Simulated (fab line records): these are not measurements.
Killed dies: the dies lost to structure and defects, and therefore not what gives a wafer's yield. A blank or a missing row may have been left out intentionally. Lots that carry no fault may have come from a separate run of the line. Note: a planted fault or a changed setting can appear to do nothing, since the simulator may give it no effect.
The tool behind it: which one? + flow nandHarc + 12 lots with 36 wafers sampled at 2 steps, on a route of 1302 steps

WHAT THE GAUGES SHOWED, per wafer
NHARC_A_CONTACT_CD_MEAS_80.
| lot  | measured     | on       | cdNm (nm)         |
|------|--------------|----------|-------------------|
| L074 | day 22 03:04 | cdSem-03 | 289.2 288.9 290.2 |
| L078 | day 23 18:13 | cdSem-01 | 290.1 290.8 290.8 |
| L079 | day 24 07:55 | cdSem-01 | 288.3 288.7 288.3 |
| L082 | day 25 14:34 | cdSem-03 | 289.6 289.3 289.6 |
| L083 | day 25 22:39 | cdSem-02 | 288.9 289.4 289.7 |
| L087 | day 26 18:03 | cdSem-02 | 290.4 290.4 290.3 |
| L085 | day 27 03:54 | cdSem-01 | 289.8 290.0 289.1 |
| L089 | day 28 14:08 | cdSem-02 | 289.0 288.6 289.2 |
| L088 | day 29 01:32 | cdSem-02 | 288.9 289.4 288.9 |
| L092 | day 29 22:24 | cdSem-02 | 289.4 289.3 288.3 |
| L096 | day 31 02:19 | cdSem-03 | 288.8 288.4 289.0 |
| L097 | day 31 14:40 | cdSem-02 | 290.7 290.8 290.3 |

TOOL THAT RAN EACH LOT (tool first, then ch and the chambers of the sampled wafers, then the start)
| lot  | NHARC_A_CONTACT_ETCH_125           |
|------|------------------------------------|
| L074 | harCapEtch-02 ch 0,1, day 22 00:38 |
| L078 | harCapEtch-02 ch 0,1, day 23 15:41 |
| L079 | harCapEtch-01 ch 0,1, day 24 05:33 |
| L082 | harCapEtch-03 ch 0,1, day 25 11:35 |
| L083 | harCapEtch-03 ch 0,1, day 25 19:40 |
| L087 | harCapEtch-01 ch 0,1, day 26 15:01 |
| L085 | harCapEtch-02 ch 0,1, day 27 01:30 |
| L089 | harCapEtch-01 ch 0,1, day 28 11:11 |
| L088 | harCapEtch-03 ch 1, day 28 23:08   |
| L092 | harCapEtch-02 ch 0,1, day 29 19:59 |
| L096 | harCapEtch-03 ch 0,1, day 30 23:53 |
| L097 | harCapEtch-02 ch 0,1, day 31 12:13 |
- NHARC_A_CONTACT_ETCH_125: etches the open film in C4F8/O2/Ar, time 197 s, target depth 1918 nm.

THE ANSWER, worked out from the rows above alone
Rule: what is usual is taken from the lots themselves. The widest of any qualifying gaps counts: lots, ordered by their means at a reading, are off when they make up no more than a third of the lots, leave a main group of 4 or more, and stand apart from it by 3 or more times the standard deviation of that group's means. A main group is skipped when, at the precision printed for the reading in the tables above, its means are all equal. Also off: a lot with no number at a reading for which 4 or more lots have one. The other lots that the step has rows for count as sound.
No lot is off on any of the readings shown, so nothing can be concluded from this.

WHAT WAS PUT IN BY THE SIMULATOR
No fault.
